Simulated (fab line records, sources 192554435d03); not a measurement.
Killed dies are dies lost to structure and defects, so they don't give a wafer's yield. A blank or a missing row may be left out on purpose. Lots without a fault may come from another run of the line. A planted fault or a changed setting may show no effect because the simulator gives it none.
A struck lot beside a sound one | flow n5_finfet | 15 steps out of a route of 1938
Sound: wafers L729.4, L729.5, L729.6. Struck: wafer L726.6. (L726.4, L726.5 of the same lot were not struck and are left out.) The cause comes at the end.
At each step with rows: each side's tool, then ch and its chambers, then its first start. Under that, the readings that differ: sound wafers | struck wafers | difference of the means | sigmas: that difference in standard deviations of wafers without a fault.
alike: readings whose means differ by less than 2 such deviations, and words and numbers that are the same on both sides. not compared: withheld readings, readings that some wafer has no value for, bounds like >300 that may hide the same value, and numbers for which the record gives no deviation and whose values overlap.
The two part at a step that has a row with sigmas, a row that says differs or no value, or rows on one side only. Numbers that don't overlap but have no deviation are shown without sigmas and don't part them. A reading that every wafer of one side lacks parts them only if that side has two wafers or more.

N5_BEOL_M10_TRENCH_ETCH_37: etches SiCOH lowk in C4F6/O2, target depth 148.83 nm, time 48 s.
  sound on rie_diel-06 ch 1,2; struck on rie_diel-06 ch 1
  alike: bias_w, drypump_motor_current_A, oes_o_777_au, oes_product_au, rf_fwd_power_W, rf_vpp_V, showerhead_plenum_p_Torr, throttle_valve_pct
  not compared: rf_hours_counter_h
N5_BEOL_M10_ETCH_41: etches SiCN in CH3F/O2, target depth 42.6 nm, time 86 s.
  sound on rie_diel-06 ch 1,2; struck on rie_diel-06 ch 1
  alike: bias_w, drypump_motor_current_A, oes_product_au, rf_fwd_power_W, rf_vpp_V, showerhead_plenum_p_Torr, throttle_valve_pct
  not compared: rf_hours_counter_h
then, 1 step without rows for these wafers: N5_BEOL_M10_STRIP_77 (strips in N2/H2, time 10 s).
N5_BEOL_M10_OCD_MEAS_38:
  sound on ocd-01, day 15 10:52; struck on ocd-02, day 15 03:17
  alike: trench_depth_nm
then, 4 steps without rows for these wafers: N5_BEOL_M10_HM_STRIP_39 (strips TiN in peroxide tin strip, target depth 25 nm, time 158 s); N5_BEOL_M10_SRD_40 (time 30 s); N5_BEOL_M10_PRECLEAN_42 (cleans in residue remover, time 60 s); N5_BEOL_M10_SRD_43 (time 30 s).
N5_BEOL_M10_CD_MEAS_35: target cd 70 nm.
  sound on cd_sem-03, day 15 11:01; struck on cd_sem-03, day 15 03:26
  alike: cd_nm
N5_BEOL_M10_CURE_72: cures SiCOH lowk, time 120 s.
  sound on uv_cure-02 ch 1, day 15 11:12; struck on uv_cure-03 ch 1, day 15 03:50
  alike: lamp_power_pct, wafer_temp_C_max
then, 1 step without rows for these wafers: N5_BEOL_M10_DEGAS_44 (time 60 s).
N5_BEOL_M10_PRE_CLEAN_45: time 30 s.
  sound on pvd_sputter-02, day 15 11:26; struck on pvd_sputter-03, day 15 04:22
  alike: heater_power_w
N5_BEOL_M10_ALD_74: deposits TaN, target thk 2 nm, pulse time 2 s, purge time 3 s.
  sound on ald_metal-01 ch 0,1,3, day 15 11:29; struck on ald_metal-02 ch 0, day 15 04:27
  reading                                  | sound    | struck | difference | sigmas
  ald_cycles                               | 40 40 40 | 54     | +14        |
  model.TaN_of_BEOL_M10_ALD_74.thk_nm (nm) | 2 2 2    | 2.8    | +0.8       |
  alike: heater_power_w
N5_BEOL_M10_SURFACE_TREAT_76:
  sound on pvd_sputter-01, day 15 11:46; struck on pvd_sputter-01, day 15 04:45
  not compared: throttle_valve_pct
-- the record jumps here: 2 days lie between the struck wafers' starts before and after (it left off in module BEOL_M10 and takes up again in module PASSIVATION, whose first step shown is number 1936 of the route) --
N5_PASSIVATION_PROBE_49:
  sound on prober-02, day 17 16:34; struck on prober-01, day 17 09:56
  reading         | sound    | struck | difference | sigmas
  killed_at_M4_up | 22 18 18 | 3      | -16        | -3
  alike: defect_limited_yield, killed_at_M0_to_M3, killed_at_contacts, killed_at_front_end, killed_at_other, killed_dies, killed_open, killed_short, sort_bin_4_leakage, sort_bin_5_function, sort_bin_6_memory, sort_n_pass, sort_yield_pct

WHERE THEY PART
Only at N5_PASSIVATION_PROBE_49, within this record.

WHY: what the simulator had put in
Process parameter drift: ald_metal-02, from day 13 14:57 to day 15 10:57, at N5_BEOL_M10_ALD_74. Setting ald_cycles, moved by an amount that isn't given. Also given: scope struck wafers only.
